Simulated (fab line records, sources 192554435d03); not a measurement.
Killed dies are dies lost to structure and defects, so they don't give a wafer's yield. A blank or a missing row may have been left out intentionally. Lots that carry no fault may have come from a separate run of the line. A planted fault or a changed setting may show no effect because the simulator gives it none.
Split-lot study | flow n5_finfet | 7 lots, 21 wafers read, on a route of 1938 steps

## THE SPLIT
At N5_FIN_CUT_EXPOSE_05 (exposes mask FIN CUT), the setting dose_mj was moved away from the recipe's 45.75 on 8 of the 21 wafers read, by -7.4% to +6.9%. The other wafers ran this setting at the recipe's value.

## FROM THE SPLIT TO THE READING: what the file shows between them, 2 steps
- N5_FIN_CUT_PEB_06: peb time 60 s
- N5_FIN_CUT_DEVELOP_07: develop time 30 s

## THE READING
cd_nm (nm) at N5_FIN_CUT_CD_MEAS_08, where the cd target is 29.1 nm. On this fab line, fault-free wafers typically give 29.13 nm with a standard deviation of 0.25 nm.

wafer  | tool, chamber at the split | dose_mj as run | against the recipe | cd_nm, nm | against lot-mates on the recipe
L076.2 | euv_scanner-02, 0          | 45.75          | recipe             | 29.14     | -
L076.4 | euv_scanner-02, 0          | 47.68          | +4.2%              | 29.97     | +0.83
L076.5 | euv_scanner-02, 0          | 47.68          | +4.2%              | 30.04     | +0.90
L078.1 | euv_scanner-02, 0          | 45.75          | recipe             | 29.24     | -
L078.3 | euv_scanner-02, 0          | 45.75          | recipe             | 29.03     | -
L078.4 | euv_scanner-02, 0          | 45.75          | recipe             | 28.81     | -
L083.1 | euv_scanner-01, 0          | 48.89          | +6.9%              | 30.40     | +1.01
L083.5 | euv_scanner-01, 0          | 45.75          | recipe             | 29.15     | -
L083.6 | euv_scanner-01, 0          | 45.75          | recipe             | 29.63     | -
L090.4 | euv_scanner-01, 0          | 46.85          | +2.4%              | 29.84     | +0.63
L090.5 | euv_scanner-01, 0          | 45.75          | recipe             | 29.03     | -
L090.6 | euv_scanner-01, 0          | 45.75          | recipe             | 29.39     | -
L092.1 | euv_scanner-01, 0          | 42.38          | -7.4%              | 27.90     | -0.84
L092.3 | euv_scanner-01, 0          | 42.38          | -7.4%              | 27.95     | -0.79
L092.6 | euv_scanner-01, 0          | 45.75          | recipe             | 28.74     | -
L093.1 | euv_scanner-01, 0          | 43.65          | -4.6%              | 28.81     | -0.62
L093.2 | euv_scanner-01, 0          | 45.75          | recipe             | 29.43     | -
L093.3 | euv_scanner-01, 0          | 43.65          | -4.6%              | 28.46     | -0.97
L097.3 | euv_scanner-02, 0          | 45.75          | recipe             | 29.09     | -
L097.4 | euv_scanner-02, 0          | 45.75          | recipe             | 29.48     | -
L097.5 | euv_scanner-02, 0          | 45.75          | recipe             | 29.21     | -

THE FIT
A straight line over all 21 wafers: cd_nm changes by +0.17 nm for each +1% of dose_mj; r = +0.93; the points scatter about the line by 0.23 nm.
The same after taking each lot's own level away (the mean of its wafers on the recipe; 21 wafers): +0.148 nm for each +1%; r = +0.94; scatter 0.2 nm.
Per that fit: largest dose_mj move, reading shift of 1.1 nm.
Measured against the standard deviation above, the lots' own levels, which go from 28.740 to 29.430 nm, span 2.8 times it.
So the lot-to-lot level changes the slope: the two fits differ.
Check: -1.11 nm against its lot-mates is what the line predicts for one of the wafers moved furthest among these (-7.4%) when that wafer is left out of the fit. It came out at -0.84 nm against them.

## ADDITIONAL SPLITS CARRIED BY THESE WAFERS
Note: prior to the reading, these wafers also went through further splits. Each is held against what the fit with the lots' levels taken away leaves over:
other split on the same wafers                    | wafers away from the commonest value | r with cd_nm (lot level and that fit taken away)
N5_WELL_APT_COAT_02 spin_rpm                      | 6                                    | -0.07
N5_PMOS_HMC_CHANNEL_EPI_COAT_03 spin_rpm          | 3                                    | +0.18
N5_PMOS_HMC_CHANNEL_EPI_DEVELOP_08 develop_time_s | 7                                    | +0.20
N5_FIN_SAQP_PECVD_47 time_s                       | 7                                    | +0.03
N5_FIN_SAQP_DEVELOP_15 develop_time_s             | 11                                   | -0.14
N5_FIN_CUT_COAT_19 spin_rpm                       | 5                                    | +0.13

## THE WHOLE CHAIN: every reading that the file lists as answering this split, in the file's order
step                   | what it does                                                             | reading                                                               | change (the file's fit)               | r (the file's)
N5_FIN_CUT_CD_MEAS_08  | target cd 29.1 nm                                                        | cd_nm                                                                 | +0.149 nm for each +1% of the setting | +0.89
N5_FIN_CUT_ETCH_30     | etches underlayer in N2/H2, target depth 13 nm, time 10.4 s              | FIN_CUT.cd_offset_nm (the simulator's own value, which no gauge read) | +0.148 nm for each +1% of the setting | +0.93
N5_FIN_CUT_ETCH_20     | etches SiARC in CF4, target depth 26 nm, time 43.3 s                     | FIN_CUT.cd_offset_nm (the simulator's own value, which no gauge read) | +0.17 nm for each +1% of the setting  | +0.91
N5_FIN_CUT_ETCH_21     | etches SOC in N2/H2, target depth 219 nm, overetch 43.8 nm, time 523.5 s | FIN_CUT.cd_offset_nm (the simulator's own value, which no gauge read) | +0.216 nm for each +1% of the setting | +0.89
N5_FIN_CUT_CUT_ETCH_26 | etches SiNx in CH3F/O2, target depth 39 nm, time 55.7 s                  | FIN_CUT.cd_offset_nm (the simulator's own value, which no gauge read) | +0.209 nm for each +1% of the setting | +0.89
N5_FIN_CUT_CUT_ETCH_27 | etches SiO2 in CHF3/O2, target depth 4 nm, overetch 2 nm, time 4.9 s     | FIN_CUT.cd_offset_nm (the simulator's own value, which no gauge read) | +0.226 nm for each +1% of the setting | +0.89

## FILE'S OWN FIT
cd_nm changes by +0.149 nm for each +1% of dose_mj, r = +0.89.
